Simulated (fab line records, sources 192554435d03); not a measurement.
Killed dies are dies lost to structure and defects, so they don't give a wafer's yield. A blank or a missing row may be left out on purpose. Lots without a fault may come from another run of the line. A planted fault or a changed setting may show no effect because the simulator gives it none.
Chamber matching | flow n5_finfet | N5_PMOS_HMC_CHANNEL_EPI_HM_DEP_34 on pecvd-03: 3 sister chambers
The step deposits SiO2 from TEOS/O2, target thk 36 nm, time 6.9 s. 3 wafers are shown with their chamber, then 8 later ones without.

WAFERS WITH THEIR CHAMBER
wafer  | chamber | throttle_valve_pct (%)
L091.6 | 1       | 17.3
L092.2 | 2       | 19.2
L094.2 | 0       | 18.4

WAFERS WITHOUT THEIR CHAMBER
wafer  | throttle_valve_pct (%)
L094.3 | 19.2
L094.4 | 18.2
L095.4 | 17.2
L095.5 | 19.0
L095.6 | 18.4
L096.1 | 18.9
L096.3 | 17.5
L096.5 | 19.2

WHICH CHAMBER EACH WENT THROUGH
wafer  | from the rows above     | in truth
L094.3 | 2                       | 2
L094.4 | 0                       | 0
L095.4 | 1                       | 1
L095.5 | 2                       | 2
L095.6 | 0                       | 0
L096.1 | can't be placed: 2 or 0 | 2
L096.3 | 1                       | 1
L096.5 | 2                       | 2
Placed correctly: 7 of 8. Can't be placed from these rows: 1 (the true chamber is among the candidates in 1). Placed wrongly: 0.
How it was worked out, from the rows above alone: a wafer's distance from a chamber is the root of the sum, over the readings, of the square of ((its reading less the chamber's mean) divided by the reading's scatter). The wafer belongs to the nearest chamber; if the next one is less than 2 further off, it can't be placed. A chamber's mean is the mean of its shown wafers. The scatter: with one shown wafer a chamber, the root of the mean of the squares of how far each hidden wafer lies from its nearest shown one.
